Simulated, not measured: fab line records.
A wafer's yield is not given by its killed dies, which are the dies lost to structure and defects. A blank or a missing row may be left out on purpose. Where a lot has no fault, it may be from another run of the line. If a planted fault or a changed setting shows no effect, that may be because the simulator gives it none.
fab line records	flow n5-finfet
record lots=3	wafers=9	last-day=15
route steps=1938 shown BEOL_M4@1099 BEOL_M5@1112 BEOL_M8@1336 PASSIVATION@1936
lots that met no fault: from a run of the same line without faults
start-h: start of the lot's first displayed wafer, in hours after the record's first day	wait-h: hours elapsed since this lot's preceding step	" identical to the entry in the row above	L1.1+2: a row that stands for several wafers	- no value present, or no start provided	* or withheld: withheld	< > ~ a bound
route shown NAME@n: a module of which the file shows steps, and the number in the route of the first	usual: mean/standard deviation taken from wafers without a fault	same: alike in all rows	chamber/n: place in a boat	sites: per-site readings	_std_site: how widely they spread, as a standard deviation	_edge_site: inner sites' mean taken away from outer sites' mean	radius-mm: for every site, how far away it sits from the centre of the wafer	mask NAME#n: copy n	behind: the most recent tool/chamber to have shaped the wafer	hold: the reason the lot was held/the length of the hold in hours/how it ended	device: transistor that didn't switch, given as n, p or np	end of line: the tests these same wafers got at the end of their route	for a step that has no rows: nothing shown but its recipe	killed: the dies lost at the first sort to structure and to defects; this is not the yield of the wafer	map: a wafer's dies, marking killed ones x, the rest . and places with no die _
set.NAME: the setting that was run; set.NAME@STEP: the one run at that earlier step	model.NAME: the simulator's own value behind a step, which no gauge read
certain route steps with their lots: each step a table, each wafer a row
services: from which hour (start-h, from the record's first day; less than 0 if before it) a tool's chamber was out of use, for how many hours, and why
## steps
# step N5_BEOL_M4_ANNEAL_95
# recipe temp-c=400	time-s=240	ambient=vacuum
# step N5_BEOL_M4_SPUTTER_96
# recipe material=Cu	target-thk-a=45	temp-c=-20	chamber-pressure-pa=0.07	power-w=withheld	time-s=8.29
# step N5_BEOL_M4_ECD_50
# recipe material=Cu	target-thk-a=3000
# step N5_BEOL_M4_ANNEAL_51
# recipe temp-c=225	time-s=90	ambient=N2
# step N5_BEOL_M4_CMP_52
# recipe stop-on=SiOC	t-overpolish-s=6.8	down-force-psi=1	platen-rpm=50	clearing-platen-down-force-psi=1.5	clearing-platen-rpm=50	post-cmp-clean=cu-alkaline	target-thk-nm=40	clearing-platen-pad-velocity-m-s=0.99484	pad-velocity-m-s=0.99484
# step N5_BEOL_M4_PRE_CLEAN_60
# recipe gas=NH3/H2	time-s=15	temp-c=*	rf-power-w=300
# step N5_BEOL_M4_CO_CAP_55
# recipe material=Co	target-thk-a=20	temp-c=200	precursor=CCTBA/H2	pressure-torr=30	time-s=102.1
# step N5_BEOL_M4_PRE_CLEAN_56
# recipe gas=NH3	time-s=15	temp-c=withheld	rf-power-w=300
# step N5_BEOL_M4_DEP_57
# recipe material=SiCN	target-thk-a=80	temp-c=withheld	precursor=3MS/NH3	pressure-torr=3	rf-w=202	time-s=14
# step N5_BEOL_M4_RC_MEAS_101
# usual DIBL_N=36.6/2.1	DIBL_P=36.5/2.7	IOFF_N=0.17/0.043	IOFF_P=0.22/0.045	ION_N=674/17	ION_P=461/9.9	SS_N=71.7/0.79	SS_P=73.4/0.79	VT_N=249/4	VT_P=-250/3.3
lot.wafer	tool	chamber	start-h	wait-h	DIBL_N[mV/V]	DIBL_P[mV/V]	IOFF_N[nA/um]	IOFF_P[nA/um]	ION_N[uA/um]	ION_P[uA/um]	SS_N[mV/dec]	SS_P[mV/dec]	VT_N[mV]	VT_P[mV]
L729.3	prober-02	0	195.24	0.3	36.5	35.6	0.15	0.20	672	456	72.0	73.9	251	-254
L729.4	"	0	"	"	39.6	40.1	0.23	0.28	699	477	72.4	75.3	244	-247
L729.5	"	0	"	"	36.5	36.3	0.17	0.21	685	465	72.0	73.8	250	-250
L733.3	prober-02	0	209.25	0.3	37.5	38.3	0.17	0.21	691	473	71.2	73.9	249	-253
L733.4	"	0	"	"	40.7	41.6	0.23	0.27	666	454	72.8	75.1	245	-249
L733.5	"	0	"	"	36.7	36.6	0.15	0.21	661	452	70.6	73.3	251	-253
L740.2	prober-02	0	270.02	0.2	35.3	35.3	0.13	0.20	658	458	72.1	73.5	253	-251
L740.4	"	0	"	"	31.7	32.5	0.10	0.16	659	458	70.4	72.1	259	-252
L740.6	"	0	"	"	33.7	34.8	0.12	0.19	655	465	71.2	73.1	254	-251
# step N5_BEOL_M5_ILD_DEP_00
# recipe material=SiCOH_lowk	target-thk-a=1406.4	temp-c=300	precursor=DEMS/porogen	pressure-torr=5	rf-w=500	time-s=25.9
# step N5_BEOL_M5_CURE_79
# recipe temp-c=385	time-s=240	ambient=He/Ar	material=SiCOH_lowk
# step N5_BEOL_M5_PECVD_70
# recipe material=SiO2	target-thk-a=160	temp-c=400	precursor=TEOS/O2	pressure-torr=5.5	rf-w=450	teos-flow-sccm=53.8	gas=O2	flow-sccm=3000	time-s=18
# step N5_BEOL_M5_HM_DEP_02
# recipe material=TiN	target-thk-a=200	temp-c=25	chamber-pressure-pa=0.49996
# step N5_BEOL_M5_COAT_59
# recipe resist=SOC	temp-c=250	time-s=60	spin-rpm=1500	resist-thk-nm=60
# step N5_BEOL_M5_COAT_60
# recipe resist=SiARC	temp-c=220	time-s=60	spin-rpm=1500	resist-thk-nm=12
# step N5_BEOL_M5_COAT_71
# recipe resist=underlayer	temp-c=205	time-s=60	spin-rpm=1500	resist-thk-nm=5
# step N5_BEOL_M5_COAT_05
# recipe resist=CAR-EUV	spin-rpm=1500	resist-thk-nm=30
# step N5_BEOL_M5_EBR_07
# recipe solvent=PGMEA	ebr-width-mm=1.5
# step N5_BEOL_M5_SOFTBAKE_06
# recipe temp-c=110	time-s=60	resist=CAR-EUV
# step N5_BEOL_M5_EXPOSE_08
# recipe mask-id=M5	na=0.33	source-shape=annular	sigma-inner=0.4	sigma-outer=0.8	polarization=unpolarized	target-cd-nm=28	dose-mj=35.75
# step N5_BEOL_M5_PEB_09
# recipe peb-temp-c=100	peb-time-s=60	resist=CAR-EUV
# step N5_BEOL_M5_DEVELOP_10
# recipe develop-time-s=30	developer=TMAH	resist=CAR-EUV	rinse-liquid=surfactant-rinse	dry=air-spin	dev-temp-c=23
# step N5_BEOL_M5_DESCUM_16
# recipe chemistry=O2	time-s=7	source-power-w=50	bias-power-w=20	pressure-mtorr=20	rf-frequency-hz=2.712e+07	temp-c=40	resist=CAR-EUV	o2-flow-sccm=225
# step N5_BEOL_M5_ETCH_72
# recipe chemistry=N2/H2	target=underlayer	target-depth-a=65	mask-material=CAR-EUV	time-s=5.2	ion-energy-ev=200	pressure-mtorr=30	source-w=840	bias-w=150	n2-flow-sccm=200	h2-flow-sccm=200	ends=cleared
# step N5_BEOL_M5_ETCH_61
# recipe chemistry=CF4	target=SiARC	target-depth-a=156	mask-material=CAR-EUV	time-s=26	ion-energy-ev=80	pressure-mtorr=40	source-w=545	bias-w=36	Ar_flow_sccm=100	cf4-flow-sccm=100	ends=cleared
# step N5_BEOL_M5_ETCH_62
# recipe chemistry=N2/H2	target=SOC	target-depth-a=750	overetch-a=150	mask-material=SiARC	temp-c=40	time-s=112.5	ion-energy-ev=200	pressure-mtorr=30	source-w=840	bias-w=150	n2-flow-sccm=200	h2-flow-sccm=200
# step N5_BEOL_M5_STRIP_63
# recipe chemistry=N2/H2	temp-c=40	n2-flow-sccm=200	h2-flow-sccm=200	rf-frequency-hz=6e+07
# step N5_BEOL_M5_STRIP_73
# recipe chemistry=N2/H2	temp-c=40	n2-flow-sccm=200	h2-flow-sccm=200	rf-frequency-hz=6e+07
# step N5_BEOL_M5_STRIP_64
# recipe chemistry=CF4	resist=SiARC	power-w=300	bias-power-w=75	pressure-mtorr=50	cf4-flow-sccm=150	rf-frequency-hz=6e+07
# step N5_BEOL_M5_HM_OPEN_17
# recipe chemistry=Cl2/BCl3	target-depth-a=200	overetch-a=60	target=TiN	mask-material=SOC	ion-energy-ev=150	pressure-mtorr=10	icp-w=1000	bias-w=126	Cl2_flow_sccm=53.25	bcl3-flow-sccm=21.75	Ar_flow_sccm=25
# step N5_BEOL_M5_STRIP_19
# recipe chemistry=O2	power-w=400	temp-c=40	pressure-mtorr=30	rf-frequency-hz=6e+07	bias-power-w=0	overash-fraction=0.2	o2-flow-sccm=225
# step N5_BEOL_M5_COAT_65
# recipe resist=SOC	temp-c=250	time-s=60	spin-rpm=1500	resist-thk-nm=60
# step N5_BEOL_M5_COAT_66
# recipe resist=SiARC	temp-c=220	time-s=60	spin-rpm=1500	resist-thk-nm=12
# step N5_BEOL_M8_HM_DEP_02
# recipe material=TiN	target-thk-a=200	temp-c=25	chamber-pressure-pa=0.49996
# usual substrate-temp-c=25.01/0.1	throttle-valve-pct=30.1/0.86
lot.wafer	tool	chamber	start-h	wait-h	substrate-temp-c	throttle-valve-pct	model.TiN_of_BEOL_M8_HM_DEP_02.thk-nm
L729.3	pvd-sputter-01	-	225.94	0.9	24.93	29.5	20
L729.4	"	-	"	"	25.06	28.5	20.4
L729.5	"	-	"	"	25.12	29.5	20
L733.3	pvd-sputter-02	-	244.46	0.8	25.17	31.1	19.8
L733.4	"	-	"	"	24.81	29.9	19.6
L733.5	"	-	"	"	24.79	29.8	20
L740.2	pvd-sputter-02	-	301.52	2.0	24.95	29.7	20
L740.4	"	-	"	"	24.91	29.6	20.4
L740.6	"	-	"	"	25.01	30.0	28.6
# step N5_BEOL_M8_HM_OPEN_17
# recipe chemistry=Cl2/BCl3	target-depth-a=200	overetch-a=60	target=TiN	mask-material=SOC	ion-energy-ev=150	pressure-mtorr=10	icp-w=1000	bias-w=126	Cl2_flow_sccm=53.25	bcl3-flow-sccm=21.75	Ar_flow_sccm=25
# usual bcl3-flow-sccm=21.74/0.066	drypump-motor-current-A=5.6/0.34	oes_ar_750_au=0.80/0.11	oes-product-au=0.68/0.087	throttle-valve-pct=21.99/0.2
lot.wafer	tool	chamber	start-h	wait-h	bcl3-flow-sccm	drypump-motor-current-A	oes_ar_750_au	oes-product-au	rf-hours-counter-h	throttle-valve-pct	model.etch.depth-nm
L729.3	rie-metal-03	0	226.84	0.1	21.81	5.7	0.88	0.76	-	21.89	19.96
L729.4	"	1	"	"	21.66	5.7	0.72	0.66	-	21.98	20.35
L729.5	"	0	"	"	21.85	5.6	0.87	0.76	-	21.88	19.93
L733.3	rie-metal-01	0	245.38	0.1	21.58	5.0	0.56	0.48	-	22.48	19.71
L733.4	"	0	"	"	21.62	5.0	0.57	0.48	-	22.47	19.6
L733.5	"	0	"	"	21.56	5.0	0.56	0.48	-	22.48	20.08
L740.2	rie-metal-03	1	302.90	0.0	21.83	5.6	0.71	0.64	48	22.02	19.93
L740.4	"	0	"	"	21.76	5.6	0.86	0.75	-	21.89	20.46
L740.6	"	1	"	"	21.75	5.6	0.71	0.74	-	21.84	25.34
# step N5_BEOL_M8_VIA_ETCH_34
# recipe chemistry=C4F6/O2	target=SiCOH_lowk	target-depth-a=1255	mask-material=SOC	taper-deg=4	time-s=50.5	ion-energy-ev=250	pressure-mtorr=30	source-w=345	bias-w=185	Ar_flow_sccm=300	C4F6_flow_sccm=10	O2_flow_sccm=10
# usual drypump-motor-current-A=5.9/0.41	oes_ar_750_au=0.77/0.077	oes-product-au=0.77/0.085	rf-vpp-V=660/18	showerhead-plenum-p-Torr=2.85/0.076	throttle-valve-pct=20.98/0.23
lot.wafer	tool	chamber	start-h	wait-h	drypump-motor-current-A	oes_ar_750_au	oes-product-au	rf-hours-counter-h	rf-vpp-V	showerhead-plenum-p-Torr	throttle-valve-pct
L729.3	rie-diel-03	1	227.98	0.0	5.5	0.81	0.80	89	658	2.88	21.09
L729.4	"	0	"	"	6.1	0.73	0.71	188	624	2.86	21.38
L729.5	"	1	"	"	5.4	0.81	0.80	-	658	2.88	21.10
L733.3	rie-diel-06	1	246.93	0.0	6.5	0.95	0.97	2	679	2.92	20.88
L733.4	"	3	"	"	5.3	0.80	0.80	61	668	2.92	21.10
L733.5	"	1	"	"	6.5	0.94	0.97	-	680	2.92	20.88
L740.2	rie-diel-01	2	305.80	0.0	6.2	0.83	0.83	78	665	2.88	21.08
L740.4	"	0	"	"	6.4	0.72	0.72	188	672	2.93	20.99
L740.6	"	0	"	"	6.4	0.72	0.37	-	673	2.93	20.87
# step N5_BEOL_M8_TRENCH_ETCH_37
# recipe chemistry=C4F6/O2	target-depth-a=934.78	target=SiCOH_lowk	time-s=31.2	ion-energy-ev=250	pressure-mtorr=30	source-w=345	bias-w=185	Ar_flow_sccm=300	C4F6_flow_sccm=10	O2_flow_sccm=10
# usual drypump-motor-current-A=5.9/0.41	oes_ar_750_au=0.77/0.077	oes-product-au=0.77/0.085	rf-vpp-V=660/18	showerhead-plenum-p-Torr=2.85/0.076	throttle-valve-pct=21.01/0.23
lot.wafer	tool	chamber	start-h	wait-h	drypump-motor-current-A	oes_ar_750_au	oes-product-au	rf-hours-counter-h	rf-vpp-V	showerhead-plenum-p-Torr	throttle-valve-pct	model.TiN_of_BEOL_M8_HM_DEP_02.thk-nm
L729.3	rie-diel-03	1	-	-	5.5	0.80	0.79	89	659	2.88	21.12	17.4
L729.4	"	0	"	"	6.1	0.73	0.71	188	625	2.86	21.43	17.8
L729.5	"	1	"	"	5.4	0.81	0.80	-	659	2.88	21.14	17.4
L733.3	rie-diel-06	1	-	-	6.5	0.94	0.98	2	679	2.92	20.92	17
L733.4	"	3	"	"	5.3	0.80	0.80	61	670	2.92	21.11	17
L733.5	"	1	"	"	6.5	0.94	0.97	-	679	2.92	20.91	17.4
L740.2	rie-diel-01	2	-	-	6.3	0.83	0.83	78	663	2.88	21.10	17.2
L740.4	"	0	"	"	6.4	0.72	0.71	188	671	2.93	21.01	18
L740.6	"	0	"	"	6.5	0.73	0.72	-	673	2.93	21.00	26.2
# step N5_BEOL_M8_OCD_MEAS_38
# usual trench-depth-nm=92.5/2.6
lot.wafer	tool	chamber	start-h	wait-h	trench-depth-nm
L729.3	ocd-02	-	228.23	-	91.8
L729.4	"	-	"	"	93.6
L729.5	"	-	"	"	91.7
L733.3	ocd-02	-	247.18	-	96.7
L733.4	"	-	"	"	89.3
L733.5	"	-	"	"	96.4
L740.2	ocd-02	-	306.05	-	92.0
L740.4	"	-	"	"	88.4
L740.6	"	-	"	"	17.4
# step N5_BEOL_M8_CD_MEAS_35
# recipe target-cd-nm=40	polarity=opening
# usual cd-nm=40.2/0.75
lot.wafer	tool	chamber	start-h	wait-h	cd-nm
L729.3	cd-sem-01	-	228.39	0.0	40.9
L729.4	"	-	"	"	39.8
L729.5	"	-	"	"	40.3
L733.3	cd-sem-01	-	247.34	0.0	41.3
L733.4	"	-	"	"	39.6
L733.5	"	-	"	"	41.0
L740.2	cd-sem-02	-	306.30	0.0	39.0
L740.4	"	-	"	"	39.3
L740.6	"	-	"	"	-
# step N5_BEOL_M8_THK_MEAS_53
# recipe thk-meas-gauge=xrf	reads=Cu_of_BEOL_M8_ECD_50
# usual M8_THK=79.5/2.9
lot.wafer	tool	chamber	start-h	wait-h	M8_THK[nm]
L729.3	film-metro-02	-	232.53	-	78.2
L729.4	"	-	"	"	81.0
L729.5	"	-	"	"	78.2
L733.3	film-metro-02	-	250.21	-	81.4
L733.4	"	-	"	"	76.5
L733.5	"	-	"	"	84.3
L740.2	film-metro-01	-	308.78	-	76.7
L740.4	"	-	"	"	73.9
L740.6	"	-	"	"	-
# step N5_PASSIVATION_PROBE_49
# usual defect-limited-yield=91.5/1.7	killed_at_M0_to_M3=33/11	killed_at_M4_up=13/5.2	killed-at-contacts=11/5.7	killed-at-front-end=39/11	killed-at-other=4/3	killed-dies=101/20	killed-on-rim=13/4.1	killed-open=66/15	killed-short=33/8.4	sort_bin_5_function=5.0/1.1	sort_bin_6_memory=3.2/0.69	sort-n-pass=1078/20	sort-yield-pct=91.4/1.7
# same gross-dies=1180	killed-at-back-side=0	sort_bin_4_leakage[%]=0	sort_bin_8_speed[%]=0
lot.wafer	tool	chamber	start-h	wait-h	defect-limited-yield[%]	killed_at_M0_to_M3	killed_at_M4_up	killed-at-contacts	killed-at-front-end	killed-at-other	killed-dies	killed-on-rim	killed-open	killed-short	sort_bin_5_function[%]	sort_bin_6_memory[%]	sort-n-pass	sort-yield-pct[%]
L729.3	prober-01	-	297.43	0.1	91.1	34	19	10	40	2	105	12	69	33	5.3	3.5	1075	91.1
L729.4	prober-01	-	297.48	0.2	91.9	32	17	7	39	1	96	13	67	26	4.2	3.6	1084	91.9
L729.5	prober-01	-	297.53	0.2	90.6	32	15	13	44	7	111	13	83	26	5.6	3.5	1069	90.6
L733.3	prober-02	-	321.33	0.2	92.8	32	9	11	32	1	85	7	48	33	4.2	2.9	1095	92.8
L733.4	prober-02	-	321.38	0.3	94.7	28	7	7	18	3	63	10	38	21	2.5	2.5	1117	94.7
L733.5	prober-02	-	321.43	0.3	94.5	19	10	3	31	2	65	10	41	22	3.1	2.2	1115	94.5
L740.2	prober-02	-	371.51	0.1	91.6	39	4	5	51	0	99	15	62	36	5.1	2.9	1081	91.6
L740.4	prober-02	-	371.61	0.2	92.9	41	12	8	21	2	84	9	58	24	4.0	2.7	1096	92.9
L740.6	prober-02	-	371.71	0.3	8.3	56	985	7	33	1	1082	151	72	31	88.2	3.1	98	8.3
# killed by level:class
L729.3 STI_FIN_REVEAL:geometric-particle:open=17 MOL_CONTACT_COAG:geometric-particle:open=9 BEOL_M4:geometric-particle:open=8 FIN_SAQP:geometric-particle:short=7 BEOL_M0_SAQP:geometric-particle:short=7 BEOL_M2:geometric-particle:open=7 BEOL_M0_SAQP:geometric-particle:open=5 BEOL_M1:geometric-particle:open=4
L729.4 STI_FIN_REVEAL:geometric-particle:open=12 BEOL_M0_SAQP:geometric-particle:open=8 FIN_SAQP:geometric-particle:short=6 MOL_CONTACT_COAG:geometric-particle:open=6 BEOL_M3:geometric-particle:open=6 GATE_CUT:geometric-particle:short=5 BEOL_M0:geometric-particle:open=5 BEOL_M6:geometric-particle:open=5
L729.5 STI_FIN_REVEAL:geometric-particle:open=18 MOL_CONTACT_COAG:geometric-particle:open=10 BEOL_M1:geometric-particle:open=8 BEOL_M0:geometric-particle:open=7 BEOL_M4:geometric-particle:open=7 ILD0:geometric-particle:open=5 BEOL_M0_SAQP:geometric-particle:short=5 GATE_CUT:geometric-particle:short=4
L733.3 BEOL_M3:geometric-particle:short=9 MOL_CONTACT_COAG:geometric-particle:open=8 FIN_SAQP:geometric-particle:open=6 BEOL_M1:geometric-particle:open=6 BEOL_M3:geometric-particle:open=6 BEOL_M0_SAQP:geometric-particle:open=5 FIN_SAQP:geometric-particle:short=4 ILD0:geometric-particle:open=4
L733.4 BEOL_M0_SAQP:geometric-particle:open=6 BEOL_M3:geometric-particle:open=6 MOL_CONTACT_COAG:geometric-particle:open=5 BEOL_M3:geometric-particle:short=5 BEOL_M0_SAQP:geometric-particle:short=4 BEOL_M2:geometric-particle:open=4 FIN_SAQP:geometric-particle:open=3 STI_FIN_REVEAL:geometric-particle:open=3
L733.5 DUMMY_GATE:geometric-particle:open=7 BEOL_M0_SAQP:geometric-particle:short=6 BEOL_M5:geometric-particle:open=5 BEOL_M3:geometric-particle:open=4 FIN_SAQP:geometric-particle:open=3 FIN_SAQP:geometric-particle:short=3 STI_FIN_REVEAL:geometric-particle:open=3 GATE_CUT:geometric-particle:open=3
L740.2 FIN_SAQP:geometric-particle:short=13 BEOL_M2:geometric-particle:open=13 BEOL_M3:geometric-particle:open=9 STI_FIN_REVEAL:geometric-particle:open=8 FIN_SAQP:geometric-particle:open=7 DUMMY_GATE:geometric-particle:open=5 MOL_CONTACT_COAG:geometric-particle:open=5 BEOL_M0_SAQP:geometric-particle:short=5
L740.4 BEOL_M3:geometric-particle:open=13 GATE_CUT:geometric-particle:short=7 MOL_CONTACT_COAG:geometric-particle:open=7 BEOL_M1:geometric-particle:open=7 STI_FIN_REVEAL:geometric-particle:open=6 BEOL_M0_SAQP:geometric-particle:short=6 BEOL_M4:geometric-particle:open=6 BEOL_M0_SAQP:geometric-particle:open=5
L740.6 BEOL_M8:area-open=978 STI_FIN_REVEAL:geometric-particle:open=15 BEOL_M2:geometric-particle:open=15 BEOL_M3:geometric-particle:open=14 BEOL_M0_SAQP:geometric-particle:open=10 BEOL_M0_SAQP:geometric-particle:short=6 MOL_CONTACT_COAG:geometric-particle:open=4 STI_FIN_REVEAL:geometric-particle:short=3
# map L740.6 (x killed, . not)
_________________xxxxxxxxxxxx________________
______________xxxxxxxxxxxxxxxxxx_____________
___________xxx.xxxxxxxxxxxxxxxxxxxx__________
__________xxxxxxxxx.xxxxxxxxxxxxxxxx_________
________xxxxxxxxxxxxxxxxxxxxxxxxxxxxxx_______
_______xxxxxxxxxxxxxx..xxxxxxxxxxxxx.xx______
______xxxxxxx.xxxxxx.xxxxxxxxxxxxxxxxxxx_____
_____xxxxxxxxxxxxxxxxx..xxxxx.xxx.xxxxxxx____
____xxxxxxxxxxxxxxxxxxx.xxxxxxxx.xxxx.xxxx___
___xxxxxxxxxxxxxxxxxxxxxxxxxxxxxxxxxxxxxxxx__
___xxxxxxxxxxxxxxxxxxxxx.xxxxxxxxxxxxxxxxxx__
__xxxxxxxxxxxxxxxxxxxxxxx.xx..x.x.xxxxxxxxxx_
__x.xxxxxxxxxxxxxxxxxxxxxxxxxxxxxxxxxxxxxxxx_
_xxxx.xxxx.x.xxxxxxxxxxxxxxxxxx.xxxxxxxxxxxxx
_xxxxxx.xxxxxxxxxxxxxxxxxxxxxxx.xxxxxxxx.xxxx
_xxxxxxxxxxx.xxxxxxxxxxxxxxxxxxxxxxxxx.xxxx.x
_xxxxxxx.xxxxxxxxxxxxxxxxxxxxxxxxxxxxxxxxxxxx
_xxxxxxx.xxxxxx.xxxxxxxxxxxxxxxxxxxxxxxx.xxxx
_xxxxxx.xxxxxxxxxxxxxxx.xxxxxxxxxxxxxxxxx.xxx
_xxxxxxxxxxxxxxxx...xxxxxxxxxxxxxxxxxxxxx.xxx
_xxxxxxxxxxxxxx.xxxxx.xxxxxxxxxxxxxxxxxxxx.xx
__xxxxxxxxxx.xxx.xx.x..xxxxxxxxxxxxxxxxxxxxx_
__xxxxxxx.xx......x.x.xxxxxxxxxxxxxxxxxxxxxx_
___xxxxxxxxxx...x...xx.xxxxxxxxxxxxxxxx.xxx__
___xxxxxxxxxxxx..x.xx.x..x..xxxxxxxxxxxxxxx__
____xxxxxxxxx.x....xxx.xxx....xxxxxxxxx.xx___
_____xxxx.xxxx.xxx.....x.xxxxxxxxxxxxxxxx____
______xxxxxxxx.x.xxxxx.xxxxxxxxxxxxxxxxx_____
_______xxxxxxxxxxx.xxxxxxxxxxxxxxxxxxxx______
________xxxxxxxxxxxxxxxxxxxxxxxxxxxxxx_______
__________xxxxxxxxxxxxxxxxxxxxxxxxxx_________
___________xxxxxxxxxxxxxxxxxxxxxxxx__________
______________xxxxxxxxxxxxxxxxxx_____________
_________________xxxxxxxxxxxx________________
# map L733.3 (x killed, . not)
_________________............________________
______________.xx..............._____________
___________........................__________
__________.......x......x..........._________
________......................xx......_______
_______................................______
______......................x..........._____
_____......x........x....................____
____...........x.........x..........x.....___
___......x..........................x......__
___..............x......x..x...x.x.........__
__.............x............................_
__..............x.............x...x........._
_..........x.............x..........x........
_.............x..x...............x...x.......
_x..x...x...........x.......xx......x........
_................................x...........
_.....x.x.............x..............x.......
_..................................x.........
_..........................x......x..........
_.......x..xx.....x..........................
__.....x.........x.........................._
__................x.........x..............._
___...............x...............x.......x__
___...................................x.x..__
____.............xx..............x........___
_____..x.x.xxx......xx...............x..x____
______..............x..........x...x...._____
_______.....x..........x...............______
________...............x..x.x........._______
__________...x..x.....x..x.........._________
___________.......................x__________
______________....x............._____________
_________________......x.....________________
## services
tool	chamber	start-h	hours	kind
rie-diel-06	1	220.53	-	clean
rie-diel-06	1	220.53	-	consumable-replace:focus-ring
rie-diel-06	1	220.53	20.2	scheduled-down
rie-diel-06	1	220.53	20.2	vent-cycle
rie-diel-03	-	222.26	2.8	pm
rie-metal-03	-	254.30	4.3	pm
rie-diel-01	3	255.63	-	clean
rie-diel-01	3	255.63	-	consumable-replace:focus-ring
rie-diel-01	3	255.63	20.5	scheduled-down
rie-diel-01	3	255.63	20.5	vent-cycle
rie-metal-01	0	257.77	-	clean
rie-metal-01	0	257.77	20.1	scheduled-down
rie-metal-01	0	257.77	20.1	vent-cycle
rie-metal-01	-	261.70	2.3	repair
rie-metal-01	-	265.24	2.8	pm
rie-metal-01	-	296.78	2.4	repair
## key
first-sign step=N5_BEOL_M8_VIA_ETCH_34	reading=oes-product-au	direction=down	sigmas=4.7	usual=0.77	struck=0.37
effect step=N5_BEOL_M8_OCD_MEAS_38	reading=trench-depth-nm	direction=down	sigmas=29	usual=92.5	struck=17.4
effect step=N5_BEOL_M8_CD_MEAS_35	reading=cd-nm	direction=missing
effect step=N5_BEOL_M8_THK_MEAS_53	reading=M8_THK	direction=missing
effect step=N5_PASSIVATION_PROBE_49	reading=killed_at_M4_up	direction=up	sigmas=99+	usual=13	struck=985
model-effect step=N5_BEOL_M8_HM_DEP_02	value=TiN_of_BEOL_M8_HM_DEP_02.thk-nm	without=20.4	struck=28.6
model-effect step=N5_BEOL_M8_HM_OPEN_17	value=etch.depth-nm	without=20.32	struck=25.34
model-effect step=N5_BEOL_M8_TRENCH_ETCH_37	value=TiN_of_BEOL_M8_HM_DEP_02.thk-nm	without=17.8	struck=26.2
more-kills-born-at N5_BEOL_M8_HM_OPEN_17@rie-metal-03=978
met-at N5_BEOL_M8_HM_DEP_02
struck-wafers L740.6
later-rows-left-out L740.6
onset-between 244.46 301.52
fault kind=process-parameter-drift	tool=pvd-sputter-02	chamber=-	onset-h=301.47	steps=N5_BEOL_M8_HM_DEP_02	channel=target-thk-a	offset=*	shape=step	end-h=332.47	scope=struck-wafers-only	acts-in=*	stated=*
# later-rows-left-out: the simulator's readings of these wafers behind a module that went badly wrong aren't trusted and aren't shown, but for the sort
